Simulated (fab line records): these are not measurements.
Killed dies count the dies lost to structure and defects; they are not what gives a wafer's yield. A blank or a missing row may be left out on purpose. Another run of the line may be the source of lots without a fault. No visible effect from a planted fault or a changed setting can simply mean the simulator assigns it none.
Which tool was responsible? + flow n5Finfet + 10 lots, 30 wafers sampled, at 5 steps of a route of 1938

== WHAT EACH GAUGE READ, for each wafer ==
N5_BEOL_M4_RC_MEAS_101.
| lot  | measured     | on        | DIBL_N (mV/V)  |
|------|--------------|-----------|----------------|
| L160 | day 8 07:37  | prober-01 | 36.4 34.2 34.7 |
| L162 | day 8 09:44  | prober-02 | 38.8 37.2 36.9 |
| L164 | day 9 08:49  | prober-02 | 33.1 35.5 34.2 |
| L167 | day 10 03:45 | prober-01 | 37.8 40.1 37.4 |
| L169 | day 10 21:30 | prober-01 | 37.7 36.0 34.8 |
| L170 | day 11 03:55 | prober-01 | 36.8 37.1 38.4 |
| L175 | day 12 02:13 | prober-01 | 36.8 33.2 35.1 |
| L179 | day 13 11:05 | prober-02 | 34.7 37.6 34.3 |
| L180 | day 13 10:17 | prober-01 | 37.4 35.4 34.9 |
| L181 | day 13 17:25 | prober-02 | 34.7 35.7 37.3 |

== TOOL THAT RAN EACH LOT (tool first, then ch and the chambers of the sampled wafers, then the start) ==
| lot  | N5_FIN_SAQP_RECESS_63            | N5_FIN_SAQP_SPACER2_ALD_28      | N5_FIN_SAQP_SPACER2_ETCHBACK_29  | N5_FIN_CUT_COAT_19              |
|------|----------------------------------|---------------------------------|----------------------------------|---------------------------------|
| L160 | vaporEtch-01 ch 0,1, day 2 07:02 | aldSin-01 ch 0,2,3, day 2 07:47 | rieDiel-03 ch 1,2,3, day 2 08:19 | lithoTrack-03 ch 0, day 2 09:09 |
| L162 | vaporEtch-01 ch 0,1, day 2 17:59 | aldSin-01 ch 2,3, day 2 18:37   | rieDiel-04 ch 0,1, day 2 18:56   | lithoTrack-05 ch 0, day 2 19:46 |
| L164 | vaporEtch-01 ch 0,1, day 3 07:28 | aldSin-01 ch 1,2,3, day 3 08:27 | rieDiel-04 ch 0,2,3, day 3 08:47 | lithoTrack-05 ch 0, day 3 09:36 |
| L167 | vaporEtch-01 ch 0, day 4 01:40   | aldSin-02 ch 1,3, day 4 02:47   | rieDiel-03 ch 0,3, day 4 03:10   | lithoTrack-05 ch 0, day 4 04:08 |
| L169 | vaporEtch-01 ch 0,1, day 4 12:22 | aldSin-01 ch 0,1, day 4 14:15   | rieDiel-04 ch 1,2, day 4 14:35   | lithoTrack-05 ch 0, day 4 15:24 |
| L170 | vaporEtch-01 ch 0,1, day 4 19:25 | aldSin-01 ch 0,1,2, day 4 20:03 | rieDiel-03 ch 2,3, day 4 20:31   | lithoTrack-05 ch 0, day 4 21:27 |
| L175 | vaporEtch-01 ch 0,1, day 6 02:03 | aldSin-04 ch 1,2, day 6 03:01   | rieDiel-02 ch 0,2, day 6 03:32   | lithoTrack-04 ch 0, day 6 04:23 |
| L179 | vaporEtch-01 ch 0,1, day 7 00:35 | aldSin-04 ch 1,2, day 7 01:20   | rieDiel-02 ch 1,2, day 7 02:05   | lithoTrack-05 ch 0, day 7 03:07 |
| L180 | vaporEtch-02 ch 0,1, day 7 07:25 | aldSin-04 ch 1,2,3, day 7 08:02 | rieDiel-03 ch 2,3, day 7 08:31   | lithoTrack-05 ch 0, day 7 09:19 |
| L181 | vaporEtch-02 ch 0,1, day 7 12:56 | aldSin-04 ch 0,3, day 7 13:48   | rieDiel-02 ch 0,1,2, day 7 14:08 | lithoTrack-04 ch 0, day 7 14:58 |
- N5_FIN_SAQP_RECESS_63: chemistry HF/NH3, target SiO2, target depth 18 nm, afs cycles 3, sublimation time 60 s.
- N5_FIN_SAQP_SPACER2_ALD_28: deposits SiO2, target thk 8.1 nm, pulse time 1 s, purge time 2 s.
- N5_FIN_SAQP_SPACER2_ETCHBACK_29: etches SiO2 in CHF3/O2, target depth 12.2 nm, time 6.1 s.
- N5_FIN_CUT_COAT_19: time 60 s, resist thk 20 nm.

== THE ANSWER, worked out from the rows above alone ==
Rule: usual is defined by the lots themselves. The widest of any qualifying gaps counts: lots, ordered by their means at a reading, are off when they make up no more than a third of the lots, leave a main group of 4 or more, and stand apart from it by 3 or more times the standard deviation of that group's means. A main group is skipped when, at the precision printed for the reading in the tables above, its means are all equal. Also off: a lot with no number at a reading for which 4 or more lots have one. Any other lot the step has rows for is counted as sound.
No lot is off on any of the readings shown, so nothing can be concluded from this.

== WHAT THE SIMULATOR PUT IN ==
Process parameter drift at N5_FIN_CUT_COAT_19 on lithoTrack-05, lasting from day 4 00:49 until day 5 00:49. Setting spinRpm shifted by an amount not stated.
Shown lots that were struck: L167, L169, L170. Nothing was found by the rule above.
